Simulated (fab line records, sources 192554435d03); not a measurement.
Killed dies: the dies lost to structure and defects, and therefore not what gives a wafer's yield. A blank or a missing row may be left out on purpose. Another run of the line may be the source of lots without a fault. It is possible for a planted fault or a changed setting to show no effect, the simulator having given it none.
Lot-split experiment / flow n5-finfet / 21 wafers read across 7 lots, on a route 1938 steps long

## SPLIT DETAILS
At N5_BEOL_M15_ILD_DEP_00 (deposits SiO2 from TEOS/O2, target thk 1629.3 nm, time 346.1 s), the setting time-s was moved away from the recipe's 346.1 s on 7 of the 21 wafers read, by +5.3% to +14.7%. This setting was run at the recipe's value on the other wafers.

Between the split and the reading, the file records no step.

## THE READING
M15_ILD_THK in nanometres, read at N5_BEOL_M15_THK_MEAS_01. Fault-free wafers of this fab line usually give 1638 nm, standard deviation 21 nm.

wafer=L076.1; tool, chamber at the split=pecvd-01, 1; time-s as run, s=346.1; against the recipe=recipe; M15_ILD_THK, nm=1627; against lot-mates on the recipe=-
wafer=L076.5; tool, chamber at the split=pecvd-01, 1; time-s as run, s=346.1; against the recipe=recipe; M15_ILD_THK, nm=1677; against lot-mates on the recipe=-
wafer=L076.6; tool, chamber at the split=pecvd-01, 0; time-s as run, s=346.1; against the recipe=recipe; M15_ILD_THK, nm=1668; against lot-mates on the recipe=-
wafer=L080.1; tool, chamber at the split=pecvd-03, 2; time-s as run, s=379.9; against the recipe=+9.8%; M15_ILD_THK, nm=1799; against lot-mates on the recipe=+152
wafer=L080.2; tool, chamber at the split=pecvd-03, 0; time-s as run, s=346.1; against the recipe=recipe; M15_ILD_THK, nm=1646; against lot-mates on the recipe=-
wafer=L080.6; tool, chamber at the split=pecvd-03, 2; time-s as run, s=346.1; against the recipe=recipe; M15_ILD_THK, nm=1648; against lot-mates on the recipe=-
wafer=L086.3; tool, chamber at the split=pecvd-03, 2; time-s as run, s=346.1; against the recipe=recipe; M15_ILD_THK, nm=1630; against lot-mates on the recipe=-
wafer=L086.4; tool, chamber at the split=pecvd-03, 0; time-s as run, s=346.1; against the recipe=recipe; M15_ILD_THK, nm=1649; against lot-mates on the recipe=-
wafer=L086.5; tool, chamber at the split=pecvd-03, 0; time-s as run, s=346.1; against the recipe=recipe; M15_ILD_THK, nm=1650; against lot-mates on the recipe=-
wafer=L091.1; tool, chamber at the split=pecvd-03, 2; time-s as run, s=364.3; against the recipe=+5.3%; M15_ILD_THK, nm=1700; against lot-mates on the recipe=no lot-mate on the recipe
wafer=L091.3; tool, chamber at the split=pecvd-03, 1; time-s as run, s=364.3; against the recipe=+5.3%; M15_ILD_THK, nm=1719; against lot-mates on the recipe=no lot-mate on the recipe
wafer=L091.5; tool, chamber at the split=pecvd-03, 1; time-s as run, s=364.3; against the recipe=+5.3%; M15_ILD_THK, nm=1744; against lot-mates on the recipe=no lot-mate on the recipe
wafer=L093.1; tool, chamber at the split=pecvd-03, 2; time-s as run, s=346.1; against the recipe=recipe; M15_ILD_THK, nm=1609; against lot-mates on the recipe=-
wafer=L093.4; tool, chamber at the split=pecvd-03, 0; time-s as run, s=346.1; against the recipe=recipe; M15_ILD_THK, nm=1630; against lot-mates on the recipe=-
wafer=L093.5; tool, chamber at the split=pecvd-03, 1; time-s as run, s=346.1; against the recipe=recipe; M15_ILD_THK, nm=1639; against lot-mates on the recipe=-
wafer=L097.2; tool, chamber at the split=pecvd-01, 1; time-s as run, s=389.9; against the recipe=+12.7%; M15_ILD_THK, nm=1823; against lot-mates on the recipe=+188
wafer=L097.5; tool, chamber at the split=pecvd-01, 1; time-s as run, s=346.1; against the recipe=recipe; M15_ILD_THK, nm=1643; against lot-mates on the recipe=-
wafer=L097.6; tool, chamber at the split=pecvd-01, 0; time-s as run, s=346.1; against the recipe=recipe; M15_ILD_THK, nm=1626; against lot-mates on the recipe=-
wafer=L096.1; tool, chamber at the split=pecvd-01, 2; time-s as run, s=397.1; against the recipe=+14.7%; M15_ILD_THK, nm=1847; against lot-mates on the recipe=+216
wafer=L096.5; tool, chamber at the split=pecvd-01, 2; time-s as run, s=397.1; against the recipe=+14.7%; M15_ILD_THK, nm=1884; against lot-mates on the recipe=+253
wafer=L096.6; tool, chamber at the split=pecvd-01, 0; time-s as run, s=346.1; against the recipe=recipe; M15_ILD_THK, nm=1631; against lot-mates on the recipe=-

FIT RESULTS
A straight line over all 21 wafers: M15_ILD_THK changes by +15.2 nm for each +1% of time-s; r = +0.98; the points scatter about the line by 18 nm.
The same after taking each lot's own level away (the mean of its wafers on the recipe; 18 wafers): +15.6 nm for each +1%; r = +0.99; scatter 14 nm.
On that fit, the largest move of time-s shifts the reading by 2.3e+02 nm.
Measured against the standard deviation above, the lots' own levels, which go from 1626.0 to 1657.3 nm, span 1.5 times it.
The two slopes are in agreement: the lot-to-lot level therefore moves the slope only a little.
Check: for one of the wafers moved furthest among these (+14.7%), held out of the fit, the line's prediction against its lot-mates is +237 nm. It came out at +216 nm against them.

## ADDITIONAL SPLITS CARRIED BY THESE WAFERS
These wafers also went through other splits before the reading. Each is held against what the fit with the lots' levels taken away leaves over:
other split on the same wafers=N5_BEOL_M12_ETCH_38 time-s; wafers away from the commonest value=5; r with M15_ILD_THK (lot level and that fit taken away)=-0.04
other split on the same wafers=N5_BEOL_M14_COAT_04 spin-rpm; wafers away from the commonest value=6; r with M15_ILD_THK (lot level and that fit taken away)=-0.13
other split on the same wafers=N5_BEOL_M14_SPUTTER_43 power-w; wafers away from the commonest value=9; r with M15_ILD_THK (lot level and that fit taken away)=+0.11

## THE WHOLE CHAIN: every reading that the file lists as answering this split, in the file's order
step=N5_BEOL_M15_ILD_DEP_00; what it does=deposits SiO2 from TEOS/O2, target thk 1629.3 nm, time 346.1 s; reading=SiO2_of_BEOL_M15_ILD_DEP_00.thk-nm (the simulator's own value, which no gauge read); change (the file's fit)=+15.6 nm for each +1% of the setting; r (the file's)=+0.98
step=N5_BEOL_M15_THK_MEAS_01; what it does=; reading=M15_ILD_THK; change (the file's fit)=+15.5 for each +1% of the setting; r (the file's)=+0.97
step=N5_BEOL_M15_VIA_ETCH_16; what it does=etches SiO2 in C4F8/O2/Ar, target depth 1792.2 nm; reading=etch.depth-nm (the simulator's own value, which no gauge read); change (the file's fit)=+15.6 nm for each +1% of the setting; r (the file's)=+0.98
step=N5_BEOL_M15_VIA_ETCH_16; what it does=etches SiO2 in C4F8/O2/Ar, target depth 1792.2 nm; reading=coat_of_BEOL_M15_COAT_04.thk-nm (the simulator's own value, which no gauge read); change (the file's fit)=-3.5 nm for each +1% of the setting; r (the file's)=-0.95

## THE FILE'S OWN FIT
M15_ILD_THK changes by +15.5 nm for each +1% of time-s, r = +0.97.
